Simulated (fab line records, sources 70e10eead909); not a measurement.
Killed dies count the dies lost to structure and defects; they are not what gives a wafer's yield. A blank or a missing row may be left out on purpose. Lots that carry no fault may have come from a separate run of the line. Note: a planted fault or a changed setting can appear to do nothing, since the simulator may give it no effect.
Comparing a struck lot with a sound one    flow nand harc    39 out of 1159 route steps
Sound: these wafers, L672.2, L672.3, L672.4. The struck wafers were L684.1, L684.2, L684.5. The cause is given at the end.
Each step with rows lists, per side, the tool, then ch with its chambers, then its first start. Under that, the readings that differ: sound wafers    struck wafers    difference of the means    sigmas: that difference in standard deviations of wafers without a fault.
alike: readings whose means differ by less than 2 such deviations, and words and numbers that are the same on both sides. not compared: withheld readings, readings that some wafer has no value for, bounds like >300 that may hide the same value, and numbers for which the record gives no deviation and whose values overlap.
A row with sigmas, a row that says differs or no value, or rows on one side alone: a step with any of these is where the two part. Numbers that have no deviation but don't overlap get no sigmas and don't part them. A reading missing from all wafers of one side parts the sides only when that side holds two or more wafers.

NHARC_A_ZERO_WELL_INSPECT_17:
  sound on defect inspect-02 at day 7 09:03; struck on defect inspect-01 at day 10 08:34
  alike: raw defect count
then, 3 steps without rows for these wafers: NHARC_A_SOURCE_PLATE_PRECLEAN_00 (cleans in HF-LAST, time 60 s); NHARC_A_SOURCE_PLATE_SRD_01; NHARC_A_SOURCE_PLATE_OXIDE_02 (material SiO2, target thk 10 nm, ox time 1362 s).
NHARC_A_SOURCE_PLATE_THK_MEAS_09: measures by ellipsometry.
  sound on film metro-01 at day 7 17:14; struck on film metro-02 at day 10 17:44
  alike: thk nm
then, 3 steps without rows for these wafers: NHARC_A_SOURCE_PLATE_PVD_04 (deposits WSi2, target thk 50 nm); NHARC_A_SOURCE_PLATE_CVD_03 (deposits poly-Si, target thk 200 nm, time 4000 s); NHARC_A_SOURCE_PLATE_ANNEAL_05 (time 1800 s).
NHARC_A_SOURCE_PLATE_THK_MEAS_06: measures by ellipsometry.
  sound on film metro-01 at day 8 06:16; struck on film metro-02 at day 11 06:50
  alike: thk nm
NHARC_A_SOURCE_PLATE_INSPECT_08:
  sound on defect inspect-02 at day 8 06:22; struck on defect inspect-02 at day 11 06:54
  alike: raw defect count
NHARC_A_ONON_D1_DEP_00: target thk 1000 nm.
  sound on pecvd onon-03 ch 0, day 8 06:29; struck on pecvd onon-03 ch 0, day 11 06:58
NHARC_A_ONON_D1_THK_MEAS_02: measures by ellipsometry.
  sound on film metro-01 at day 8 06:56; struck on film metro-01 at day 11 07:29
  alike: thk nm
then NHARC_A_ONON_D1_DEP_03 (target thk 1000 nm), 1 step lacking rows for these wafers.
NHARC_A_ONON_D1_THK_MEAS_05: measures by ellipsometry.
  sound on film metro-01 at day 8 07:30; struck on film metro-02 at day 11 08:03
reading      sound           struck       difference  sigmas
thk nm (nm)  1018 1014 1014  996 997 997  -19         -2
then NHARC_A_ONON_D1_DEP_06 (target thk 1000 nm), 1 step lacking rows for these wafers.
NHARC_A_ONON_D1_THK_MEAS_08: measures by ellipsometry.
  sound on film metro-01 at day 8 08:04; struck on film metro-01 at day 11 08:37
  alike: thk nm
then NHARC_A_ONON_D1_DEP_09 (target thk 1000 nm), 1 step lacking rows for these wafers.
NHARC_A_ONON_D1_THK_MEAS_11: measures by ellipsometry.
  sound on film metro-02 at day 8 08:39; struck on film metro-01 at day 11 09:11
reading      sound        struck          difference  sigmas
thk nm (nm)  992 993 991  1022 1020 1019  +28         +3
then NHARC_A_ONON_D1_DEP_12 (target thk 1000 nm), 1 step lacking rows for these wafers.
NHARC_A_ONON_D1_THK_MEAS_14: measures by ellipsometry.
  sound on film metro-02 at day 8 09:13; struck on film metro-01 at day 11 09:46
reading      sound           struck       difference  sigmas
thk nm (nm)  1006 1007 1007  985 985 984  -22         -2
then, 2 steps without rows for these wafers: NHARC_A_ONON_D1_ANNEAL_15 (time 3600 s); NHARC_A_ONON_D1_DEP_16 (target thk 1000 nm).
NHARC_A_ONON_D1_THK_MEAS_18: measures by ellipsometry.
  sound on film metro-02 at day 8 16:34; struck on film metro-02 at day 11 17:49
reading      sound        struck          difference  sigmas
thk nm (nm)  987 988 987  1012 1012 1013  +25         +3
then NHARC_A_ONON_D1_DEP_19 (target thk 1000 nm), 1 step lacking rows for these wafers.
NHARC_A_ONON_D1_THK_MEAS_21: measures by ellipsometry.
  sound on film metro-01 at day 8 17:08; struck on film metro-02 at day 11 18:23
  alike: thk nm
then NHARC_A_ONON_D1_DEP_22 (target thk 1000 nm), 1 step lacking rows for these wafers.
NHARC_A_ONON_D1_THK_MEAS_24: measures by ellipsometry.
  sound on film metro-01 at day 8 17:41; struck on film metro-02 at day 11 18:58
  alike: thk nm
then NHARC_A_ONON_D1_DEP_25 (target thk 1000 nm), 1 step lacking rows for these wafers.
NHARC_A_ONON_D1_THK_MEAS_27: measures by ellipsometry.
  sound on film metro-01 at day 8 18:16; struck on film metro-02 at day 11 19:32
  alike: thk nm
then NHARC_A_ONON_D1_DEP_28 (target thk 1000 nm), 1 step lacking rows for these wafers.
NHARC_A_ONON_D1_THK_MEAS_30: measures by ellipsometry.
  sound on film metro-01 at day 8 18:50; struck on film metro-02 at day 11 20:05
  alike: thk nm
NHARC_A_ONON_D1_DEP_33: deposits SiO2, target thk 200 nm.
  sound on pecvd-04 ch 0,1, day 8 18:58; struck on pecvd-01 ch 1,2, day 11 20:09
  alike: heater power w, mfc precursor sccm, rf fwd power W, throttle valve pct
NHARC_A_ONON_D1_THK_MEAS_34: measures by ellipsometry.
  sound on film metro-01 at day 8 19:23; struck on film metro-02 at day 11 20:34
  alike: thk nm
NHARC_A_CHANNEL_HOLE_D1_DEP_00: deposits aC, target thk 3100 nm.
  sound on acl dep-02 ch 0, day 8 21:00; struck on acl dep-01 ch 0, day 11 22:16
  alike: throttle valve pct
NHARC_A_CHANNEL_HOLE_D1_DEP_01: deposits SiON, target thk 140 nm.
  sound on pecvd-04 ch 1,2, day 8 22:38; struck on pecvd-04 ch 0,1, day 12 00:10
  alike: heater power w, rf fwd power W
then, 2 steps without rows for these wafers: NHARC_A_CHANNEL_HOLE_D1_DEHYDRATE_02 (time 120 s); NHARC_A_CHANNEL_HOLE_D1_HMDS_03 (time 30 s).
NHARC_A_CHANNEL_HOLE_D1_DESCUM_15: chemistry O2, time 3 s.
  sound on rie diel-04 ch 0,1,3, day 8 23:32; struck on rie diel-09 ch 0,1,2, day 12 03:53
reading  sound  struck                                                                      difference                    sigmas
hold     - - -  await dispo/2.5h/release await dispo/2.5h/release await dispo/2.5h/release  no value on the sound wafers  
  alike: drypump motor current A, o2 flow sccm, oes product au, rf vpp V, showerhead plenum p Torr, throttle valve pct
  not compared: rf hours counter h
-- break in the record here, with 11 days between the starts of the struck wafers on either side (left off in module A_CHANNEL_HOLE_D1, picked up again in module END, where the first step shown is number 1159 on the route) --
NHARC_END_SORT_01:
  sound on prober-02 ch 0, day 19 14:23; struck on prober-01 ch 0, day 23 05:51
reading          sound     struck    difference  sigmas
killed at array  20 13 9   55 49 59  +40         +3
killed dies      22 14 10  58 50 60  +41         +3
  alike: killed at other, killed at periphery, killed open, killed short

== WHERE THEY PART ==
First at NHARC_A_ONON_D1_THK_MEAS_05; last, within this record, at NHARC_END_SORT_01.

WHY: what the simulator had put in
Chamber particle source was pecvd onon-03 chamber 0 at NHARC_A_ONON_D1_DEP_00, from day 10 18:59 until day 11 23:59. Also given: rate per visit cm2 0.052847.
